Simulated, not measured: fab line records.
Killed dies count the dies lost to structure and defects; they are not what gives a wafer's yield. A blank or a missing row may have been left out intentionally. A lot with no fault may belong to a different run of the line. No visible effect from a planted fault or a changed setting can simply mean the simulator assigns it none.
Matching of chambers | flow n5 finfet | N5_MOL_CONTACT_COAG_CONTACT_ETCH_14 on rie diel-06 has 4 sister chambers
The step etches SiO2 in C4F6/O2, target depth 27.5 nm, overetch 8.5 nm, time 20 s. 14 wafers are shown with their chamber, then 7 later ones without.

## WAFERS, EACH WITH ITS CHAMBER
wafer  | chamber | showerhead plenum p Torr (Torr) | drypump motor current A (A) | throttle valve pct (%)
L075.2 | 2       | 3.06                            | 5.4                         | 21.33
L075.3 | 0       | 3.06                            | 5.3                         | 21.17
L075.4 | 3       | 3.03                            | 5.1                         | 21.13
L082.1 | 2       | 3.06                            | 5.5                         | 21.33
L082.4 | 1       | 2.77                            | 6.6                         | 21.23
L082.6 | 3       | 3.03                            | 5.1                         | 21.13
L084.1 | 2       | 3.06                            | 5.4                         | 21.34
L084.2 | 0       | 3.05                            | 5.3                         | 21.19
L084.4 | 3       | 3.02                            | 5.2                         | 21.15
L088.3 | 3       | 3.02                            | 5.1                         | 21.15
L088.5 | 0       | 3.05                            | 5.3                         | 21.20
L088.6 | 1       | 2.77                            | 6.7                         | 21.27
L092.1 | 0       | 3.05                            | 5.3                         | 21.23
L092.3 | 3       | 3.02                            | 5.2                         | 21.16

SIGNATURES, as means of the wafers listed above
reading                  | chamber 0 | chamber 1 | chamber 2 | chamber 3 | scatter within a chamber
showerhead plenum p Torr | 3.0525    | 2.7700    | 3.0600    | 3.0240    | 0.00442
drypump motor current A  | 5.300     | 6.650     | 5.433     | 5.140     | 0.0486
throttle valve pct       | 21.1975   | 21.2500   | 21.3333   | 21.1440   | 0.0186
Rule: for each reading, subtract the chamber's mean from the wafer's reading, divide by that reading's scatter and square the result; add these up over the readings and take the root, which gives the wafer's distance from the chamber. If the next closest chamber is less than 2 further off than the closest, the wafer can't be placed; otherwise it belongs to the closest. The scatter is the square root of a quotient: the sum, over the shown wafers, of each reading's squared deviation from its chamber's mean, divided by wafers minus chambers.

## WAFERS WHOSE CHAMBER IS MISSING
wafer  | showerhead plenum p Torr (Torr) | drypump motor current A (A) | throttle valve pct (%)
L092.6 | 2.76                            | 6.6                         | 21.26
L096.1 | 3.05                            | 5.5                         | 21.38
L096.2 | 2.76                            | 6.7                         | 21.27
L096.6 | 2.76                            | 6.7                         | 21.26
L097.1 | 3.04                            | 5.4                         | 21.39
L097.3 | 3.01                            | 5.2                         | 21.19
L097.5 | 3.04                            | 5.3                         | 21.23

## WHICH CHAMBER EACH ONE RAN IN
wafer  | from the rows above | in truth
L092.6 | 1                   | 1
L096.1 | 2                   | 2
L096.2 | 1                   | 1
L096.6 | 1                   | 1
L097.1 | 2                   | 2
L097.3 | 3                   | 3
L097.5 | 0                   | 0
Correctly placed: 7 of 7. Number that these rows cannot place: 0. Number placed wrongly: 0.
